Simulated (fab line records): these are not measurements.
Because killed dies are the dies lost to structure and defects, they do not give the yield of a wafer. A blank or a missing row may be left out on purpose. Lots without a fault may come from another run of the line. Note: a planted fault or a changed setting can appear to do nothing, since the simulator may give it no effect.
fab line records | flow n5-finfet
[record] lots = 12 | wafers = 31 | last-day = 17
route steps=1938 shown BEOL_M9@1468 BEOL_M10@1470
lots with no fault: from the same line, run without faults
start-h: hours from the record's first day to the start of the lot's first wafer shown | wait-h: hours from the lot's prior step to this one | " as in the row above | L1.1+2: a single row standing in for several wafers | - either no value or no given start | * or withheld: withheld | < > ~ a bound
route shown NAME@n: a module of which the file shows steps, and the number in the route of the first | usual: mean/standard deviation of fault-free wafers | same: alike in all rows | chamber/n: place in a boat | sites: each site's reading | _std_site: the values' standard deviation | _edge_site: mean of outer sites minus mean of inner sites | radius-mm: how far each site lies from the wafer's centre | mask NAME#n: copy n | behind: tool/chamber where the wafer was last shaped | hold: why the lot was held/for how many hours/how that ended | device: transistor that didn't switch, given as n, p or np | end of line: the same wafers' tests at the end of the route | for a step that has no rows: nothing shown but its recipe | killed: the dies lost at the first sort to structure and to defects; this is not the yield of the wafer | map: per-die view of a wafer (x killed, . not killed, _ where there is no die)
set.NAME: setting as actually run; set.NAME@STEP: the setting as run at that earlier step | model.NAME: the simulator's own value behind a step, which no gauge read
route steps across a sampled set of lots; one table per step, one row per wafer
services: when a tool's chamber went out of use (start-h, in hours from the record's first day, below 0 if earlier), for how many hours, and the reason
[[steps]]
[step N5_BEOL_M9_RS_MEAS_57]
[recipe] thk-meas-gauge = four-point-probe | reads = Cu_of_BEOL_M9_ECD_50+Co_of_BEOL_M9_CVD_78+TaN_of_BEOL_M9_ALD_74
[usual] M9_RS = 0.150/0.0041
lot.wafer | tool          | chamber | start-h | wait-h | M9_RS[ohm/sq]
L612.3    | film-metro-02 | -       | 210.71  | 0.1    | 0.150
L612.4    | "             | -       | "       | "      | 0.149
L612.6    | "             | -       | "       | "      | 0.149
L611.1    | film-metro-01 | -       | 216.90  | 0.1    | 0.151
L611.5    | "             | -       | "       | "      | 0.149
L614.1    | film-metro-01 | -       | 237.93  | 0.1    | 0.155
L614.5    | "             | -       | "       | "      | 0.146
L614.6    | "             | -       | "       | "      | 0.151
L616.4    | film-metro-01 | -       | 260.92  | 0.0    | 0.155
L616.5    | "             | -       | "       | "      | 0.151
L616.6    | "             | -       | "       | "      | 0.155
L619.1    | film-metro-01 | -       | 264.42  | 0.1    | 0.157
L619.3    | "             | -       | "       | "      | 0.156
L619.5    | "             | -       | "       | "      | 0.155
L618.1    | film-metro-01 | -       | 269.20  | 0.1    | 0.155
L618.3    | "             | -       | "       | "      | 0.152
L618.5    | "             | -       | "       | "      | 0.156
L620.3    | film-metro-01 | -       | 282.19  | 0.1    | 0.150
L620.4    | "             | -       | "       | "      | 0.151
L620.5    | "             | -       | "       | "      | 0.153
L622.5    | film-metro-02 | -       | 293.25  | 0.0    | 0.151
L622.6    | "             | -       | "       | "      | 0.148
L626.3    | film-metro-01 | -       | 307.78  | 0.1    | 0.146
L626.5    | "             | -       | "       | "      | 0.146
L626.6    | "             | -       | "       | "      | 0.153
L629.2    | film-metro-01 | -       | 336.88  | 0.1    | 0.156
L629.4    | "             | -       | "       | "      | 0.153
L633.1    | film-metro-02 | -       | 348.95  | 0.1    | 0.153
L633.2    | "             | -       | "       | "      | 0.148
L632.2    | film-metro-02 | -       | 353.48  | 0.1    | 0.152
L632.3    | "             | -       | "       | "      | 0.150
[step N5_BEOL_M10_ILD_DEP_00]
[recipe] material = SiCOH_lowk | target-thk-a = 3085.1 | temp-c = 300 | precursor = DEMS/porogen | pressure-torr = 5 | rf-w = 500 | time-s = 58
[usual] heater-power-w = 352/53 | showerhead-plenum-p-Torr = 5.733/0.022 | throttle-valve-pct = 13.8/0.79
lot.wafer | tool     | chamber | start-h | wait-h | heater-power-w | showerhead-plenum-p-Torr | throttle-valve-pct
L612.3    | pecvd-01 | 0       | 210.77  | 0.0    | 350            | 5.758                    | 14.0
L612.4    | "        | 1       | "       | "      | 455            | 5.719                    | 13.3
L612.6    | "        | 0       | "       | "      | 274            | 5.775                    | 13.9
L611.1    | pecvd-04 | 2       | 216.97  | 0.0    | 353            | 5.736                    | 14.9
L611.5    | "        | 0       | "       | "      | 428            | 5.730                    | 14.0
L614.1    | pecvd-02 | 2       | 237.99  | 0.0    | 328            | 5.725                    | 12.7
L614.5    | "        | 1       | "       | "      | 289            | 5.740                    | 14.8
L614.6    | "        | 2       | "       | "      | 338            | 5.762                    | 12.5
L616.4    | pecvd-01 | 1       | 261.01  | 0.1    | 474            | 5.718                    | 13.5
L616.5    | "        | 0       | "       | "      | 351            | 5.759                    | 13.5
L616.6    | "        | 2       | "       | "      | 386            | 5.690                    | 12.3
L619.1    | pecvd-01 | 0       | 264.48  | 0.0    | 292            | 5.771                    | 13.8
L619.3    | "        | 2       | "       | "      | 390            | 5.694                    | 12.8
L619.5    | "        | 1       | "       | "      | 475            | 5.725                    | 13.8
L618.1    | pecvd-02 | 0       | 269.26  | 0.0    | 275            | 5.747                    | 14.7
L618.3    | "        | 2       | "       | "      | 317            | 5.749                    | 12.8
L618.5    | "        | 2       | "       | "      | 332            | 5.737                    | 12.7
L620.3    | pecvd-04 | 2       | 282.26  | 0.0    | 303            | 5.712                    | 15.1
L620.4    | "        | 0       | "       | "      | 377            | 5.720                    | 14.0
L620.5    | "        | 2       | "       | "      | 319            | 5.720                    | 15.4
L622.5    | pecvd-01 | 2       | 293.33  | 0.1    | 382            | 5.688                    | 12.8
L622.6    | "        | 1       | "       | "      | 425            | 5.725                    | 13.5
L626.3    | pecvd-02 | 2       | 307.84  | 0.0    | 320            | 5.750                    | 12.7
L626.5    | "        | 1       | "       | "      | 294            | 5.736                    | 14.4
L626.6    | "        | 2       | "       | "      | 322            | 5.736                    | 12.4
L629.2    | pecvd-01 | 2       | 336.94  | 0.0    | 360            | 5.695                    | 12.8
L629.4    | "        | 2       | "       | "      | 365            | 5.701                    | 12.9
L633.1    | pecvd-02 | 2       | 349.02  | 0.0    | 352            | 5.744                    | 12.7
L633.2    | "        | 1       | "       | "      | 309            | 5.728                    | 14.6
L632.2    | pecvd-02 | 2       | 353.54  | 0.0    | 317            | 5.743                    | 12.8
L632.3    | "        | 1       | "       | "      | 300            | 5.747                    | 14.4
[step N5_BEOL_M10_CURE_71]
[recipe] temp-c = 385 | time-s = 240 | ambient = He/Ar | material = SiCOH_lowk
[usual] lamp-power-pct = 52.31/0.057 | wafer_temp_C_max = 386.8/0.57
lot.wafer | tool       | chamber | start-h | wait-h | lamp-power-pct | wafer_temp_C_max
L612.3    | uv-cure-03 | 1       | 211.18  | 0.4    | 52.38          | 387.7
L612.4    | "          | 1       | "       | "      | 52.41          | 387.5
L612.6    | "          | 1       | "       | "      | 52.32          | 386.9
L611.1    | uv-cure-01 | 0       | 217.72  | 0.7    | 52.33          | 386.0
L611.5    | "          | 0       | "       | "      | 52.37          | 386.4
L614.1    | uv-cure-03 | 1       | 238.07  | 0.0    | 52.44          | 387.1
L614.5    | "          | 1       | "       | "      | 52.32          | 387.0
L614.6    | "          | 1       | "       | "      | 52.26          | 387.0
L616.4    | uv-cure-02 | 2       | 261.30  | 0.3    | 52.30          | 386.4
L616.5    | "          | 2       | "       | "      | 52.25          | 386.4
L616.6    | "          | 2       | "       | "      | 52.30          | 386.1
L619.1    | uv-cure-03 | 0       | 264.56  | 0.0    | 52.28          | 387.4
L619.3    | "          | 0       | "       | "      | 52.35          | 387.1
L619.5    | "          | 0       | "       | "      | 52.23          | 387.6
L618.1    | uv-cure-01 | 2       | 269.34  | 0.0    | 52.36          | 386.6
L618.3    | "          | 2       | "       | "      | 52.32          | 387.5
L618.5    | "          | 2       | "       | "      | 52.29          | 387.1
L620.3    | uv-cure-03 | 1       | 282.49  | 0.2    | 52.30          | 386.8
L620.4    | "          | 1       | "       | "      | 52.27          | 386.9
L620.5    | "          | 1       | "       | "      | 52.40          | 387.5
L622.5    | uv-cure-02 | 1       | 293.70  | 0.3    | 52.26          | 387.6
L622.6    | "          | 1       | "       | "      | 52.28          | 386.8
L626.3    | uv-cure-01 | 1       | 308.08  | 0.2    | 52.31          | 386.0
L626.5    | "          | 1       | "       | "      | 52.31          | 385.8
L626.6    | "          | 1       | "       | "      | 52.35          | 386.3
L629.2    | uv-cure-03 | 2       | 337.10  | 0.1    | 52.22          | 386.4
L629.4    | "          | 2       | "       | "      | 52.37          | 386.8
L633.1    | uv-cure-01 | 1       | 349.10  | 0.0    | 52.38          | 386.5
L633.2    | "          | 1       | "       | "      | 52.25          | 386.6
L632.2    | uv-cure-02 | 1       | 353.70  | 0.1    | 52.38          | 386.3
L632.3    | "          | 1       | "       | "      | 52.13          | 386.8
[step N5_BEOL_M10_ETCH_61]
[recipe] chemistry = CF4 | target = SiARC | target-depth-a = 390 | mask-material = CAR-ArF | time-s = 65 | ion-energy-ev = 80 | pressure-mtorr = 40 | source-w = 545 | bias-w = 36 | Ar_flow_sccm = 100 | cf4-flow-sccm = 100 | ends = cleared
[usual] cf4-flow-sccm = 100.0/0.31 | drypump-motor-current-A = 5.6/0.32 | etch-rf-on-time-s = 64.9/2.5 | oes-product-au = 0.69/0.069 | rf-vpp-V = 184.5/1 | showerhead-plenum-p-Torr = 2.17/0.06 | throttle-valve-pct = 15.62/0.21
lot.wafer | tool        | chamber | start-h | wait-h | cf4-flow-sccm | drypump-motor-current-A | etch-rf-on-time-s | oes-product-au | rf-hours-counter-h | rf-vpp-V | showerhead-plenum-p-Torr | throttle-valve-pct
L612.3    | rie-diel-04 | 2       | 215.15  | 0.0    | 100.3         | 5.5                     | 61.4              | 0.61           | 207                | 185.0    | 2.21                     | 15.47
L612.4    | "           | 3       | "       | "      | 99.7          | 6.1                     | 66.0              | 0.66           | 92                 | 182.5    | 2.07                     | 15.41
L612.6    | "           | 2       | "       | "      | 100.3         | 5.5                     | 61.7              | 0.61           | -                  | 185.0    | 2.21                     | 15.48
L611.1    | rie-diel-01 | 3       | 219.46  | 0.0    | 99.6          | 5.5                     | 66.3              | 0.70           | 82                 | 184.4    | 2.15                     | 15.67
L611.5    | "           | 0       | "       | "      | 100.3         | 5.1                     | 61.0              | 0.75           | -                  | 184.5    | 2.18                     | 15.48
L614.1    | rie-diel-01 | 2       | 242.08  | 0.0    | 100.2         | 5.8                     | 68.0              | 0.78           | 10                 | 184.3    | 2.29                     | 15.73
L614.5    | "           | 0       | "       | "      | 100.0         | 5.1                     | 62.1              | 0.73           | -                  | 185.0    | 2.18                     | 15.53
L614.6    | "           | 3       | "       | "      | 100.0         | 5.6                     | 67.4              | 0.69           | -                  | 184.3    | 2.15                     | 15.68
L616.4    | rie-diel-01 | 1       | 263.47  | 0.0    | 100.0         | 5.5                     | 66.0              | 0.61           | 227                | 185.5    | 2.20                     | 16.01
L616.5    | "           | 3       | "       | "      | 100.5         | 5.5                     | 67.0              | 0.68           | -                  | 184.8    | 2.14                     | 15.69
L616.6    | "           | 0       | "       | "      | 99.9          | 5.1                     | 61.7              | 0.72           | -                  | 183.9    | 2.17                     | 15.51
L619.1    | rie-diel-06 | 2       | 266.99  | 0.0    | 100.0         | 5.6                     | 62.1              | 0.69           | 119                | 185.8    | 2.17                     | 15.88
L619.3    | "           | 0       | "       | "      | 99.9          | 5.6                     | 69.2              | 0.66           | 82                 | 184.7    | 2.08                     | 15.25
L619.5    | "           | 2       | "       | "      | 99.9          | 5.7                     | 62.0              | 0.69           | -                  | 184.2    | 2.17                     | 15.89
L618.1    | rie-diel-06 | 3       | 270.90  | 0.0    | 100.2         | 6.0                     | 63.8              | 0.67           | 134                | 185.8    | 2.14                     | 15.49
L618.3    | "           | 1       | "       | "      | 100.0         | 5.9                     | 59.4              | 0.83           | 13                 | 186.2    | 2.20                     | 15.49
L618.5    | "           | 1       | "       | "      | 100.1         | 5.9                     | 59.1              | 0.83           | -                  | 183.2    | 2.20                     | 15.48
L620.3    | rie-diel-01 | 2       | 285.90  | 0.0    | 100.0         | 5.9                     | 67.2              | 0.76           | 27                 | 184.1    | 2.29                     | 15.76
L620.4    | "           | 3       | "       | "      | 100.0         | 5.5                     | 66.8              | 0.67           | 106                | 184.6    | 2.14                     | 15.74
L620.5    | "           | 3       | "       | "      | 99.7          | 5.5                     | 66.3              | 0.68           | -                  | 184.8    | 2.14                     | 15.72
L622.5    | rie-diel-01 | 0       | 294.84  | 0.0    | 99.9          | 5.1                     | 63.1              | 0.71           | -                  | 184.3    | 2.17                     | 15.54
L622.6    | "           | 1       | "       | "      | 100.3         | 5.6                     | 66.3              | 0.60           | -                  | 184.3    | 2.19                     | 16.03
L626.3    | rie-diel-04 | 3       | 309.65  | 0.0    | 99.9          | 6.2                     | 66.0              | 0.64           | 127                | 184.1    | 2.06                     | 15.47
L626.5    | "           | 3       | "       | "      | 99.7          | 6.2                     | 65.8              | 0.64           | -                  | 182.9    | 2.06                     | 15.46
L626.6    | "           | 2       | "       | "      | 99.8          | 5.5                     | 62.2              | 0.59           | -                  | 185.2    | 2.20                     | 15.53
L629.2    | rie-diel-01 | 3       | 338.74  | 0.0    | 99.9          | 5.5                     | 40.0              | 0.90           | 127                | 183.4    | 2.13                     | 15.78
L629.4    | "           | 0       | "       | "      | 100.2         | 5.1                     | 62.2              | 0.70           | 94                 | 185.3    | 2.16                     | 15.59
L633.1    | rie-diel-01 | 0       | 350.90  | 0.0    | 99.9          | 5.1                     | 62.5              | 0.68           | 99                 | 184.4    | 2.16                     | 15.61
L633.2    | "           | 2       | "       | "      | 99.6          | 5.8                     | 41.6              | 0.97           | 52                 | 185.4    | 2.28                     | 15.83
L632.2    | rie-diel-01 | 2       | 355.49  | 0.0    | 100.4         | 5.8                     | 41.2              | 0.97           | 54                 | 185.5    | 2.28                     | 15.83
L632.3    | "           | 0       | "       | "      | 99.8          | 5.1                     | 38.0              | 0.94           | 101                | 184.5    | 2.16                     | 15.61
[[services]]
tool        | chamber | start-h | hours | kind
rie-diel-06 | 1       | 187.11  | 16.2  | repair
uv-cure-02  | -       | 199.89  | 2.8   | pm
rie-diel-01 | 2       | 201.16  | -     | clean
rie-diel-01 | 2       | 201.16  | -     | consumable-replace:focus-ring
rie-diel-01 | 2       | 201.16  | -     | consumable-replace:showerhead
rie-diel-01 | 2       | 201.16  | 13.0  | scheduled-down
rie-diel-01 | 2       | 201.16  | 13.0  | vent-cycle
rie-diel-04 | 1       | 204.77  | 9.1   | repair
uv-cure-01  | -       | 232.86  | 7.5   | pm
rie-diel-06 | 3       | 242.09  | 1.5   | repair
rie-diel-06 | 0       | 242.48  | 1.3   | repair
pecvd-02    | 0       | 251.39  | 5.1   | repair
uv-cure-03  | -       | 256.48  | 1.0   | pm
rie-diel-04 | 0       | 276.72  | 15.8  | repair
uv-cure-01  | -       | 277.48  | 14.6  | pm
rie-diel-04 | 3       | 290.02  | 5.1   | repair
rie-diel-04 | 2       | 293.54  | 9.1   | repair
pecvd-01    | -       | 297.19  | 1.4   | repair
uv-cure-02  | -       | 302.00  | 1.9   | repair
pecvd-01    | 1       | 314.37  | 13.0  | repair
rie-diel-01 | 1       | 325.37  | -     | clean
rie-diel-01 | 1       | 325.37  | -     | consumable-replace:focus-ring
rie-diel-04 | 3       | 327.77  | 1.6   | repair
uv-cure-02  | -       | 337.49  | 2.1   | pm
[[key]]
[first-sign] step = N5_BEOL_M10_ETCH_61 | reading = etch-rf-on-time-s | direction = down | sigmas = 9.7 | usual = * | struck = *
[effect] step = N5_BEOL_M10_ETCH_61 | reading = oes-product-au | direction = up | sigmas = 3.7 | usual = 0.69 | struck = 0.94
met-at N5_BEOL_M10_ETCH_61
struck-lots L629,L632,L633
struck-wafers L629.2,L632.2,L632.3,L633.2
not-acting-at N5_BEOL_M9_RS_MEAS_57,N5_BEOL_M10_ILD_DEP_00,N5_BEOL_M10_CURE_71
onset-between 294.84 338.74
[fault] kind = process-parameter-drift | tool = rie-diel-01 | chamber = - | onset-h = 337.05 | steps = N5_BEOL_M10_ETCH_61 | channel = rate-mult | offset = 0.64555 | shape = step | end-h = 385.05 | scope = struck-wafers-only
